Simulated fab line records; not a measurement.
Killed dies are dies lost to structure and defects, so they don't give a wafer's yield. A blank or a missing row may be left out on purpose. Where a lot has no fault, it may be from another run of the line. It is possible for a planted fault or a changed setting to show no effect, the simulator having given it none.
What tool caused it? + flow nand-harc + Sampling: 7 lots, 21 wafers, 3 of 1302 route steps

## WHAT EACH GAUGE READ, for each wafer
NHARC_P_STI_OVL_MEAS_10.
| lot  | measured     | on         | overlay-x-nm (nm) |
|------|--------------|------------|-------------------|
| L546 | day 3 06:55  | overlay-02 | -5 -5 -5          |
| L548 | day 4 02:38  | overlay-01 | 8 9 8             |
| L550 | day 4 23:28  | overlay-01 | -2 -2 -3          |
| L552 | day 5 17:35  | overlay-01 | 5 5 5             |
| L564 | day 10 17:00 | overlay-01 | - - -             |
| L566 | day 11 13:34 | overlay-02 | 2 3 2             |
| L568 | day 12 11:51 | overlay-02 | 0 0 -1            |

## EACH LOT AND THE TOOL THAT RAN IT (in order: tool; ch and the chambers of the sampled wafers; start)
| lot  | NHARC_P_ZERO_WELL_DESCUM_26       | NHARC_P_STI_EXPOSE_06             |
|------|-----------------------------------|-----------------------------------|
| L546 | rie-diel-08 ch 0,1, day 2 08:45   | krf-scanner-02 ch 0, day 3 06:41  |
| L548 | rie-diel-11 ch 0,3, day 3 05:05   | krf-scanner-01 ch 0, day 4 02:25  |
| L550 | rie-diel-08 ch 0,1,2, day 4 00:46 | krf-scanner-01 ch 0, day 4 23:13  |
| L552 | rie-diel-11 ch 0,1,3, day 4 20:40 | krf-scanner-03 ch 0, day 5 17:21  |
| L564 | rie-diel-11 ch 0,1,3, day 9 20:47 | krf-scanner-03, day 10 16:46      |
| L566 | rie-diel-04 ch 1,3, day 10 16:37  | krf-scanner-01 ch 0, day 11 13:19 |
| L568 | rie-diel-08 ch 2,3, day 11 12:40  | krf-scanner-02 ch 0, day 12 11:37 |
- NHARC_P_ZERO_WELL_DESCUM_26: chemistry O2, time 3 s.
- NHARC_P_STI_EXPOSE_06: exposes mask P STI, target cd 200 nm.

## THE ANSWER, worked out from the rows above alone
Rule: the lots themselves supply what counts as usual. The widest of any qualifying gaps counts: lots, ordered by their means at a reading, are off when they make up no more than a third of the lots, leave a main group of 4 or more, and stand apart from it by 3 or more times the standard deviation of that group's means. A main group whose means are all the same, to the digits that the tables above print for the reading, isn't used. Also off: a lot with no number at a reading for which 4 or more lots have one. Any other lot the step has rows for is counted as sound.
Off at NHARC_P_STI_OVL_MEAS_10 (overlay-x-nm): L564. Without a number there: L564. The main group has a mean of 1 nm with a standard deviation of 4.5.
A tool fits if, at a process step before that reading, it ran every lot that is off, and no sound lot after the first of them. Those tools and the gauges at NHARC_P_STI_OVL_MEAS_10 are tried in the same way. Can't be told from this: 3 tools fit, rie-diel-11 at NHARC_P_ZERO_WELL_DESCUM_26, krf-scanner-03 at NHARC_P_STI_EXPOSE_06, overlay-01 at NHARC_P_STI_OVL_MEAS_10.

## WHAT WAS PUT IN BY THE SIMULATOR
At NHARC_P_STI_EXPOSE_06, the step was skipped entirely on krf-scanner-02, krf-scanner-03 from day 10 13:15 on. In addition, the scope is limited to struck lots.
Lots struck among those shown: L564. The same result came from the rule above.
